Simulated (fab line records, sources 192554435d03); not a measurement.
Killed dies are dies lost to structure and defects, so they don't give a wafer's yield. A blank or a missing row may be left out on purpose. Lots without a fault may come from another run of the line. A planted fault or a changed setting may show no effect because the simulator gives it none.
fab line records | flow n5_finfet
record lots=9 wafers=27 last_day=19
route steps=1938 shown SD_EPI_P@311 SD_ACTIVATION@331 ILD0@338 BEOL_M4@1111 PASSIVATION@1936
lots that met no fault: from a run of the same line without faults
start_h: hours from the record's first day to the start of the lot's first wafer shown | wait_h: hours since the lot's step before | " the same as in the row above | L1.1+2: a row that stands for several wafers | - no value, or no start given | * or withheld: withheld | < > ~ a bound
route shown NAME@n: a module of which the file shows steps, and the number in the route of the first | usual: mean/standard deviation of fault-free wafers | same: alike in all rows | chamber/n: place in a boat | sites: the reading at each site | _std_site: their standard deviation | _edge_site: outer sites' mean less inner sites' | radius_mm: how far each site lies from the wafer's centre | mask NAME#n: copy n | behind: the tool/chamber that last shaped the wafer | hold: why the lot was held/for how many hours/how that ended | device: the transistor (n, p or np) that didn't switch | end of line: the same wafers' tests at the end of the route | a step without rows: its recipe alone | killed: dies lost to structure and defects at the first sort, not the wafer's yield | map: a wafer's dies, x killed, . not, _ none there
set.NAME: the setting as run; set.NAME@STEP: as run at that earlier step | model.NAME: the simulator's own value behind a step, which no gauge read
steps of the route over a sample of lots; a table a step, a row a wafer
services: from which hour (start_h, from the record's first day; less than 0 if before it) a tool's chamber was out of use, for how many hours, and why
## steps
# step N5_SD_EPI_P_ETCH_47
# recipe chemistry=CH3F/O2 target=SiOCN target_depth_a=250 mask_material=SOC ion_energy_ev=60 bias_w=29 pressure_mtorr=30 source_w=410 Ar_flow_sccm=150 CH3F_flow_sccm=30 O2_flow_sccm=20
# usual chamber_pressure_mTorr=29.999/0.027 drypump_motor_current_A=5.8/0.5 oes_product_au=0.76/0.058 rf_vpp_V=128.4/1.9 showerhead_plenum_p_Torr=2.02/0.061 throttle_valve_pct=16.45/0.18
# columns lot.wafer tool chamber start_h wait_h chamber_pressure_mTorr drypump_motor_current_A oes_product_au rf_hours_counter_h rf_vpp_V showerhead_plenum_p_Torr throttle_valve_pct
L790.3 rie_diel-04 2 53.63 0.1 29.987 5.2 0.71 228 126.5 1.98 16.57
L790.5 " 2 " " 30.029 5.2 0.72 - 127.2 1.99 16.56
L790.6 " 1 " " 29.997 6.1 0.82 - 127.9 1.93 16.56
L792.1 rie_diel-03 3 67.05 0.1 29.992 6.4 0.91 36 129.6 1.96 16.15
L792.2 " 0 " " 30.027 5.0 0.77 127 127.2 2.02 16.65
L792.6 " 0 " " 29.993 5.0 0.75 - 125.0 2.02 16.62
L798.1 rie_diel-03 2 105.44 0.1 29.967 4.7 0.77 130 127.0 2.09 16.67
L798.2 " 1 " " 29.994 6.1 0.74 173 129.7 2.08 16.50
L798.6 " 2 " " 29.970 4.7 0.78 - 127.5 2.09 16.68
L799.1 rie_diel-01 1 109.09 0.1 30.011 6.2 0.72 170 130.3 1.91 16.50
L799.2 " 0 " " 29.992 6.1 0.68 237 130.4 1.97 16.30
L799.3 " 2 " " 29.999 5.7 0.78 143 125.1 2.09 16.51
L800.1 rie_diel-04 1 113.49 0.1 29.988 6.1 0.80 100 127.5 1.93 16.55
L800.5 " 2 " " 29.996 5.3 0.71 - 126.8 1.98 16.57
L800.6 " 3 " " 29.984 5.9 0.75 - 128.4 2.00 16.49
L801.1 rie_diel-03 1 122.30 0.1 30.002 6.1 0.74 179 131.7 2.08 16.50
L801.3 " 2 " " 29.996 4.7 0.76 135 127.8 2.09 16.68
L801.6 " 1 " " 29.996 6.1 0.74 - 130.3 2.08 16.51
L811.1 rie_diel-03 3 178.66 0.1 30.006 6.4 0.87 63 127.2 1.95 16.18
L811.4 " 1 " " 30.000 6.1 0.72 - 131.3 2.07 16.52
L811.6 " 2 " " 29.998 4.7 0.76 - 125.8 2.09 16.71
L812.1 rie_diel-03 0 184.82 0.1 30.007 5.0 0.73 156 124.7 2.01 16.66
L812.3 " 1 " " 30.033 6.1 0.73 196 132.2 2.07 16.53
L812.4 " 2 " " 30.005 4.7 0.76 148 128.3 2.09 16.71
L813.1 rie_diel-04 1 196.43 0.1 30.021 6.1 0.78 124 129.1 1.92 16.62
L813.3 " 3 " " 29.980 6.0 0.74 173 129.0 2.00 16.54
L813.6 " 3 " " 30.021 5.9 0.74 - 130.2 2.00 16.51
# step N5_SD_ACTIVATION_LSA_01
# recipe temp_c=1080 time_s=0.0008 ambient=N2
# usual wafer_temp_C_max=1085.7/0.96
# columns lot.wafer tool chamber start_h wait_h wafer_temp_C_max
L790.3 laser_anneal-02 0 57.16 0.2 1086.1
L790.5 " 0 " " 1085.9
L790.6 " 0 " " 1085.3
L792.1 laser_anneal-01 0 71.32 0.2 1086.1
L792.2 " 0 " " 1084.1
L792.6 " 0 " " 1084.9
L798.1 laser_anneal-01 0 109.71 0.2 1086.2
L798.2 " 0 " " 1086.4
L798.6 " 0 " " 1085.6
L799.1 laser_anneal-01 0 112.54 0.2 1119.8
L799.2 " 0 " " 1119.6
L799.3 " 0 " " 1120.2
L800.1 laser_anneal-01 0 117.13 0.2 1119.3
L800.5 " 0 " " 1119.1
L800.6 " 0 " " 1120.0
L801.1 laser_anneal-01 0 125.74 0.2 1119.3
L801.3 " 0 " " 1121.4
L801.6 " 0 " " 1119.9
L811.1 laser_anneal-01 0 182.25 0.2 1086.1
L811.4 " 0 " " 1085.3
L811.6 " 0 " " 1083.4
L812.1 laser_anneal-01 0 188.26 0.2 1085.2
L812.3 " 0 " " 1086.8
L812.4 " 0 " " 1084.4
L813.1 laser_anneal-01 0 199.90 0.2 1086.9
L813.3 " 0 " " 1085.0
L813.6 " 0 " " 1086.6
# step N5_SD_ACTIVATION_RS_MEAS_03
# recipe thk_meas_gauge=four-point-probe
# usual RS_SD_N=21.90/0.28 RS_SD_P=55.8/0.75
# columns lot.wafer tool chamber start_h wait_h RS_SD_N[ohm/sq] RS_SD_P[ohm/sq]
L790.3 film_metro-01 - 57.35 0.2 21.81 56.3
L790.5 " - " " 21.31 55.6
L790.6 " - " " 21.67 56.5
L792.1 film_metro-01 - 71.52 0.2 21.86 55.5
L792.2 " - " " 22.03 55.4
L792.6 " - " " 22.40 56.1
L798.1 film_metro-02 - 109.91 0.2 21.63 56.9
L798.2 " - " " 21.42 57.3
L798.6 " - " " 21.94 57.2
L799.1 film_metro-02 - 112.76 0.2 18.27 56.0
L799.2 " - " " 18.06 56.9
L799.3 " - " " 18.53 56.6
L800.1 film_metro-01 - 117.35 0.2 18.63 56.9
L800.5 " - " " 18.40 56.6
L800.6 " - " " 18.42 56.8
L801.1 film_metro-02 - 125.94 0.2 18.27 56.3
L801.3 " - " " 18.37 56.3
L801.6 " - " " 18.62 55.8
L811.1 film_metro-02 - 182.45 0.2 22.27 55.3
L811.4 " - " " 21.73 54.8
L811.6 " - " " 22.05 55.1
L812.1 film_metro-01 - 188.46 0.2 21.73 56.2
L812.3 " - " " 21.99 55.7
L812.4 " - " " 21.58 55.8
L813.1 film_metro-02 - 200.10 0.2 22.19 55.2
L813.3 " - " " 22.33 55.8
L813.6 " - " " 22.47 55.3
# step N5_ILD0_CMP_03
# recipe stop_on=SiNx t_overpolish_s=1.9 post_cmp_clean=alkaline_brush down_force_psi=4.1491 platen_rpm=51.796 pad_velocity_m_s=1.0306 target_thk_nm=197.38
# usual motor_current_A=12.5/1.2 overpolish_run_s=1.900/0.0091 retaining_ring_pressure_frac=1.000/0.0049 slurry_flow_ml_min=150.0/0.5 time_to_endpoint_s=71/3.7
# columns lot.wafer tool chamber start_h wait_h motor_current_A overpolish_run_s retaining_ring_pressure_frac slurry_flow_ml_min time_to_endpoint_s
L790.3 cmp-02 1 60.40 0.1 11.4 1.913 1.006 149.1 66
L790.6 " 3 " " 13.4 1.905 0.987 150.1 68
L790.5 " 0 " " 10.2 1.895 0.995 150.0 68
L792.2 cmp-04 1 74.83 0.1 12.3 1.898 0.992 150.2 73
L792.1 " 3 " " 13.0 1.894 0.994 149.6 72
L792.6 " 1 " " 11.7 1.921 1.006 149.5 73
L798.1 cmp-03 3 112.72 0.0 12.2 1.888 1.008 149.8 69
L798.2 " 1 " " 9.8 1.908 1.002 151.1 76
L798.6 " 0 " " 14.8 1.901 1.011 149.7 74
L799.1 cmp-03 3 115.48 0.0 12.7 1.917 0.997 150.8 71
L799.3 " 0 " " 15.1 1.901 1.012 149.5 72
L799.2 " 2 " " 13.2 1.886 0.996 149.9 75
L800.1 cmp-04 2 120.18 0.1 12.7 1.912 0.998 149.3 76
L800.6 " 0 " " 12.7 1.913 1.008 149.8 78
L800.5 " 1 " " 12.5 1.903 0.997 151.0 74
L801.3 cmp-02 3 128.74 0.1 12.6 1.893 0.998 150.0 73
L801.1 " 0 " " 10.5 1.899 1.000 149.6 71
L801.6 " 1 " " 12.1 1.897 1.000 150.0 70
L811.4 cmp-04 3 185.45 0.1 12.4 1.901 1.009 150.2 66
L811.1 " 0 " " 12.9 1.911 0.996 150.2 67
L811.6 " 1 " " 11.8 1.890 0.993 149.9 69
L812.1 cmp-04 2 191.73 0.0 12.1 1.894 1.005 150.2 68
L812.3 " 0 " " 11.7 1.893 1.000 150.1 71
L812.4 " 1 " " 12.8 1.894 0.997 150.0 69
L813.1 cmp-03 2 202.92 0.1 12.4 1.897 1.001 150.1 75
L813.3 " 3 " " 12.7 1.896 1.002 150.5 70
L813.6 " 1 " " 10.5 1.894 1.002 150.3 75
# step N5_ILD0_ALD_15
# recipe material=SiNx target_thk_a=240 temp_c=400 ald_precursor_family=SiH2I2 ald_co_reactant=N2/H2-plasma pulse_time_s=1 ald_cycles=480 purge_time_s=2 co_reactant_purge_time_s=2 pressure_torr=2
# usual heater_power_w=854/70 precursor_pulse_height_rel=0.997/0.02
# columns lot.wafer tool chamber start_h wait_h heater_power_w precursor_pulse_height_rel
L790.3 ald_sin-02 3 61.66 0.4 924 1.007
L790.5 " 0 62.75 1.2 799 1.007
L790.6 " 3 " " 931 1.009
L792.1 ald_sin-03 2 76.13 0.6 769 1.012
L792.2 " 3 " " 882 0.961
L792.6 " 2 77.22 1.1 758 1.025
L798.1 ald_sin-03 1 114.06 0.6 861 0.944
L798.2 " 3 " " 885 1.001
L798.6 " 1 115.14 1.1 861 0.981
L799.1 ald_sin-03 3 116.83 0.6 880 0.990
L799.2 " 2 " " 768 0.986
L799.3 " 0 " " 793 1.005
L800.1 ald_sin-01 3 121.44 0.6 861 1.035
L800.5 " 3 122.52 1.2 860 1.012
L800.6 " 0 " " 817 1.009
L801.1 ald_sin-03 3 130.00 0.6 871 1.002
L801.3 " 0 " " 784 1.031
L801.6 " 3 131.09 1.1 900 1.046
L811.1 ald_sin-03 0 187.00 0.9 803 1.010
L811.4 " 2 " " 760 0.963
L811.6 " 2 188.08 1.4 771 1.022
L812.1 ald_sin-02 0 193.07 0.6 755 0.977
L812.3 " 2 " " 936 0.985
L812.4 " 3 " " 967 0.983
L813.1 ald_sin-02 1 204.30 0.6 962 0.987
L813.3 " 3 " " 976 0.983
L813.6 " 3 205.38 1.1 985 1.008
# step N5_BEOL_M4_RC_MEAS_101
# usual DIBL_N=36.0/1.6 DIBL_P=35.8/2 IOFF_N=0.152/0.03 IOFF_P=0.20/0.031 IOFF_P_LONG=0.000102/7.5e-06 ION_N=670/12 ION_P=459/7.4 RC_DENSE_N=19.1/0.43 RC_N=15.6/0.35 REXT_N=75.1/1.6 RS_SD_N=28.4/0.36 SS_N=71.5/0.56 SS_P=73.2/0.64 VT_N=251/3.5 VT_P=-252/3.3
# columns lot.wafer tool chamber start_h wait_h DIBL_N[mV/V] DIBL_P[mV/V] IOFF_N[nA/um] IOFF_P[nA/um] IOFF_P_LONG[nA/um] ION_N[uA/um] ION_P[uA/um] RC_DENSE_N[ohm.um] RC_N[ohm.um] REXT_N[ohm.um] RS_SD_N[ohm/sq] SS_N[mV/dec] SS_P[mV/dec] VT_N[mV] VT_P[mV]
L790.3 prober-02 0 200.04 0.3 36.5 36.9 0.170 0.23 0.000111 681 467 19.4 15.8 75.7 28.3 72.2 73.9 246 -247
L790.5 " 0 " " 36.4 36.1 0.159 0.22 0.000113 664 457 19.9 16.2 76.1 27.9 72.2 73.9 251 -246
L790.6 " 0 " " 35.1 35.6 0.143 0.22 0.000115 675 469 19.7 16.1 77.0 28.2 72.0 73.2 252 -246
L792.1 prober-02 0 205.93 0.0 37.0 37.4 0.162 0.21 9.5e-05 683 468 19.1 15.8 75.5 28.4 70.9 74.1 248 -250
L792.2 " 0 " " 35.3 34.5 0.136 0.17 0.000101 675 464 18.8 15.2 74.2 28.6 71.0 72.6 249 -253
L792.6 " 0 " " 35.9 34.9 0.135 0.18 9.7e-05 659 451 18.9 15.4 76.0 28.6 70.8 73.1 252 -255
L798.1 prober-01 0 245.94 0.0 34.2 33.1 0.111 0.15 9e-05 654 447 18.0 14.7 73.7 28.1 71.0 71.8 257 -257
L798.2 " 0 " " 35.1 34.1 0.124 0.15 9e-05 647 441 18.9 15.1 73.3 27.5 71.6 72.7 255 -255
L798.6 " 0 " " 36.6 36.1 0.150 0.18 9.1e-05 663 451 18.7 15.4 73.8 28.1 72.1 73.1 251 -256
L799.1 prober-01 0 247.01 0.0 33.7 34.1 0.114 0.17 0.000229 667 450 16.0 13.0 69.5 24.1 71.9 72.9 252 -255
L799.2 " 0 " " 34.7 36.4 0.134 0.20 0.000225 670 450 16.5 13.4 69.8 24.4 71.2 73.5 252 -253
L799.3 " 0 " " 36.6 39.2 0.177 0.24 0.000246 687 456 15.6 12.8 70.3 24.2 71.7 73.9 248 -248
L800.1 prober-02 0 252.74 0.0 36.3 37.0 0.139 0.17 0.000216 686 445 16.2 13.2 70.2 24.4 72.0 72.9 252 -259
L800.5 " 0 " " 35.5 37.0 0.137 0.19 0.000206 677 460 15.7 12.9 70.5 24.5 71.4 72.6 251 -257
L800.6 " 0 " " 36.8 37.3 0.147 0.18 0.000223 671 444 16.4 13.4 70.4 24.4 71.8 73.4 253 -259
L801.1 prober-01 0 275.60 0.0 36.6 36.3 0.126 0.18 0.000241 653 439 16.5 13.3 66.9 24.1 72.0 72.9 260 -258
L801.3 " 0 " " 39.0 39.1 0.193 0.23 0.000223 690 449 16.3 13.4 65.2 24.3 72.6 73.2 249 -250
L801.6 " 0 " " 37.7 38.4 0.160 0.22 0.000242 678 449 17.0 13.8 67.4 25.0 72.4 73.3 253 -253
L811.1 prober-02 0 315.94 0.0 35.4 35.1 0.126 0.16 9.6e-05 651 441 19.3 15.6 74.7 29.4 71.2 72.9 253 -254
L811.4 " 0 " " 35.7 37.0 0.139 0.18 9.8e-05 671 461 19.2 15.6 75.6 28.5 71.3 73.1 253 -252
L811.6 " 0 " " 38.8 40.0 0.190 0.23 9.6e-05 671 449 19.1 15.6 75.8 29.1 72.2 74.8 247 -251
L812.1 prober-01 0 342.77 0.0 35.3 36.1 0.156 0.23 0.000112 681 467 19.9 16.2 73.2 28.3 71.0 73.7 248 -249
L812.3 " 0 " " 35.7 36.1 0.171 0.22 0.000107 677 468 20.4 16.6 74.1 28.3 71.2 74.0 249 -250
L812.4 " 0 " " 37.0 37.1 0.177 0.23 0.000109 676 465 19.3 15.7 72.6 27.9 71.9 74.4 251 -250
L813.1 prober-02 0 347.34 0.0 34.3 34.4 0.129 0.17 9.6e-05 655 454 19.3 15.8 77.4 28.7 70.4 72.7 250 -253
L813.3 " 0 " " 31.8 30.1 0.087 0.11 9.6e-05 632 435 18.7 15.4 76.1 28.4 71.7 71.6 259 -261
L813.6 " 0 " " 33.2 32.1 0.113 0.14 9.4e-05 658 449 19.6 16.1 76.9 29.2 71.2 72.2 255 -258
# step N5_PASSIVATION_PROBE_49
# usual defect_limited_yield=91.6/1.4 killed_at_M0_to_M3=33/10 killed_at_M4_up=13/5.3 killed_at_contacts=13/5.9 killed_at_front_end=36/12 killed_at_other=4/3.1 killed_dies=99/16 killed_open=65/13 killed_short=32/7.3 sort_bin_5_function=4.9/0.9 sort_bin_6_memory=3.1/0.66 sort_bin_8_speed=0.0/0.42 sort_n_pass=1081/17 sort_yield_pct=91.6/1.4
# same gross_dies=1180 killed_at_back_side=0 sort_bin_4_leakage[%]=0
# columns lot.wafer tool chamber start_h wait_h defect_limited_yield[%] killed_at_M0_to_M3 killed_at_M4_up killed_at_contacts killed_at_front_end killed_at_other killed_dies killed_open killed_short sort_bin_5_function[%] sort_bin_6_memory[%] sort_bin_8_speed[%] sort_n_pass sort_yield_pct[%]
L801.1 prober-02 - 379.39 0.0 87.4 52 11 9 72 5 149 106 43 7.2 5.0 0.9 1020 86.4
L811.1 prober-02 - 433.72 0.0 93.3 39 11 7 20 2 79 53 25 3.8 2.6 0 1101 93.3
L811.4 prober-02 - 433.87 0.2 92.0 31 10 7 43 3 94 53 40 4.8 2.7 0 1086 92.0
L811.6 prober-02 - 433.97 0.3 90.9 48 20 5 30 4 107 76 31 5.5 3.2 0 1073 90.9
# killed by level:class
L801.1 FIN_SAQP:geometric_particle:open=22 STI_FIN_REVEAL:geometric_particle:open=21 FIN_SAQP:geometric_particle:short=14 BEOL_M2:geometric_particle:open=14 MOL_CONTACT_COAG:geometric_particle:open=9 BEOL_M0_SAQP:geometric_particle:short=7 BEOL_M1:geometric_particle:open=7 BEOL_M3:geometric_particle:open=7
L811.1 BEOL_M0_SAQP:geometric_particle:open=11 BEOL_M0_SAQP:geometric_particle:short=11 FIN_SAQP:geometric_particle:open=7 MOL_CONTACT_COAG:geometric_particle:open=7 DUMMY_GATE:geometric_particle:open=5 BEOL_M4:geometric_particle:open=5 BEOL_M3:geometric_particle:open=4 FIN_SAQP:geometric_particle:short=3
L811.4 FIN_SAQP:geometric_particle:short=12 BEOL_M0_SAQP:geometric_particle:short=12 BEOL_M0_SAQP:geometric_particle:open=10 STARTING-WAFER:geometric_particle:open=8 BEOL_M4:geometric_particle:open=6 FIN_SAQP:geometric_particle:open=5 MOL_CONTACT_COAG:geometric_particle:open=5 STI_FIN_REVEAL:geometric_particle:open=3
L811.6 BEOL_M0_SAQP:geometric_particle:open=20 BEOL_M0_SAQP:geometric_particle:short=11 DUMMY_GATE:geometric_particle:open=9 BEOL_M1:geometric_particle:open=8 BEOL_M4:geometric_particle:open=7 BEOL_M7:geometric_particle:open=7 STI_FIN_REVEAL:geometric_particle:open=6 MOL_CONTACT_COAG:geometric_particle:open=5
## services
# columns tool chamber start_h hours kind
cmp-03 - 47.03 0.7 repair
cmp-02 - 51.20 4.0 pm
cmp-03 - 52.71 0.4 repair
ald_sin-03 - 55.42 2.8 pm
ald_sin-03 - 65.73 0.5 repair
cmp-03 - 86.04 1.2 repair
cmp-04 - 91.55 4.4 repair
ald_sin-02 - 106.72 1.6 repair
rie_diel-04 2 115.56 19.2 repair
cmp-04 - 126.33 2.0 repair
cmp-04 - 131.62 7.0 repair
cmp-04 - 141.32 3.6 pm
cmp-04 - 148.68 4.0 pm
rie_diel-04 2 153.49 7.9 repair
rie_diel-03 2 154.27 4.0 repair
cmp-04 - 155.04 0.3 repair
ald_sin-03 0 163.40 1.3 repair
cmp-04 - 168.52 5.7 pm
cmp-04 - 174.28 2.0 repair
ald_sin-02 - 176.82 14.0 pm
rie_diel-03 - 179.33 2.8 pm
ald_sin-02 3 191.22 1.4 repair
ald_sin-03 1 199.95 19.4 repair
rie_diel-04 2 200.78 4.9 repair
## key
first_sign step=N5_SD_ACTIVATION_LSA_01 reading=wafer_temp_C_max direction=up sigmas=36 usual=* struck=*
effect step=N5_SD_ACTIVATION_RS_MEAS_03 reading=RS_SD_N direction=down sigmas=13 usual=21.90 struck=18.40
effect step=N5_BEOL_M4_RC_MEAS_101 reading=IOFF_P_LONG direction=up sigmas=17 usual=0.000102 struck=0.000228
effect step=N5_BEOL_M4_RC_MEAS_101 reading=RS_SD_N direction=down sigmas=11 usual=28.4 struck=24.4
effect step=N5_BEOL_M4_RC_MEAS_101 reading=RC_DENSE_N direction=down sigmas=6.6 usual=19.1 struck=16.2
effect step=N5_BEOL_M4_RC_MEAS_101 reading=RC_N direction=down sigmas=6.6 usual=15.6 struck=13.2
effect step=N5_BEOL_M4_RC_MEAS_101 reading=REXT_N direction=down sigmas=4 usual=75.1 struck=68.9
effect step=N5_BEOL_M4_RC_MEAS_101 reading=ION_P direction=down sigmas=1.3 usual=459 struck=449
met_at N5_SD_ACTIVATION_LSA_01
struck_lots L799,L800,L801
baseline_loss step=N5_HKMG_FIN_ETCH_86 wafers=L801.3
not_acting_at N5_SD_EPI_P_ETCH_47,N5_ILD0_CMP_03,N5_ILD0_ALD_15
onset_between 109.71 112.54
fault kind=process_parameter_drift tool=laser_anneal-01 chamber=- onset_h=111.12 steps=N5_SD_ACTIVATION_LSA_01 channel=temp_c offset=* shape=step end_h=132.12 stated=*
# baseline_loss: these wafers lose ten dies or more at that step, a loss of the line's own and not of a fault; the sort's usual values leave them out
